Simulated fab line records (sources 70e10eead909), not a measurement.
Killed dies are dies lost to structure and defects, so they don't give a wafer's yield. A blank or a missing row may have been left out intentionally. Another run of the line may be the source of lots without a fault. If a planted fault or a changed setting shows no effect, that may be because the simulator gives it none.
Problem report in the 8D (eight disciplines) form, filled by code || flow nand_harc || the parts of the form that need people (team, actions taken, sign-off) are left out

== 1. THE PROBLEM ==
Wafers without a fault read 999 nm, standard deviation 8.2; thk_nm at NHARC_A_ONON_D1_THK_MEAS_14 reads a mean of 683 nm on 6 wafers belonging to 2 lots. That is -39 standard deviations from the usual mean.
The step: measures by ellipsometry.
Seen first at day 12 01:40 on film_metro-01, wafer L880.4. The record has a number at this step for 42 wafers belonging to 14 lots. Rule for "out", or "out of limits": more than 4 standard deviations from the usual mean. All remaining wafers that have a number are taken as sound.

== 2. WHAT IT IS; WHAT IT IS NOT ==
{"question": "which readings at this step", "is": "thk_nm", "is not": "-"}
{"question": "which lots", "is": "L880, L885", "is not": "L862, L863, L864, L865, L867, L868, L869, L870, L871, L873, L874, L875"}
{"question": "which wafers of those lots", "is": "all that have a number", "is not": "-"}
{"question": "read on which gauges", "is": "film_metro-01", "is not": "film_metro-02"}
{"question": "when", "is": "from day 12 01:40", "is not": "up to then (36 sound wafers)"}

== 3. THE SUSPECTS, EACH WITH WHAT RULES IT OUT ==
Counting: a tool stays on the suspect list if, at a process step up to the reading, it processed all lots that are out and no sound lot following the first of them.
- the gauge at NHARC_A_ONON_D1_THK_MEAS_14: ruled out. All the wafers that are out were read on film_metro-01, but those of them that NHARC_END_SORT_01 has rows for are out there too, on other tools.
- pecvd_onon-02 at NHARC_A_ONON_D1_DEP_12 (target thk 1000 nm): kept. All lots that are out passed through it, beginning with L880 at day 12 01:20, and no sound lot followed; its final sound lot before that point was L874 at day 10 16:24.
Remaining after the count: pecvd_onon-02 at NHARC_A_ONON_D1_DEP_12.

== 4. THE CAUSE (what the simulator had put in) ==
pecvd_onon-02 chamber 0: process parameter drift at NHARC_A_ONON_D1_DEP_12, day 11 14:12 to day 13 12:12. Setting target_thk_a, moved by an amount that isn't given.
Counting left only this tool.

== 5. THE CHAIN OF EFFECTS, in route order ==
Each row: a reading whose mean over the struck wafers that have a number lies more than 3 standard deviations from the usual. Only readings for which the record gives a usual standard deviation are gone through. hours: the time from each lot's start at the first step in this table that gives one to its start at this step, as a median over the lots. sigmas: the change in usual standard deviations.
{"hours": 0, "step": "NHARC_A_ONON_D1_THK_MEAS_14", "reading": "thk_nm", "usual": "999 nm", "on struck wafers": 683, "change": -316, "sigmas": -39}
{"hours": 286, "step": "NHARC_END_SORT_01", "reading": "killed_at_array", "usual": 28, "on struck wafers": 673, "change": "+645", "sigmas": "+59"}
{"hours": 286, "step": "NHARC_END_SORT_01", "reading": "killed_dies", "usual": 32, "on struck wafers": 677, "change": "+645", "sigmas": "+59"}

== 6. WHAT WOULD HAVE CAUGHT IT SOONER ==
The first out-of-limits reading at a measuring or inspecting step in this record came at day 12 01:40, 11 hours after the fault's start at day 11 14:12.
L885, from the lots that are out (2), started NHARC_A_ONON_D1_DEP_12 on pecvd_onon-02 later than day 12 01:40. It would have been spared by a hold on the tool at that moment.
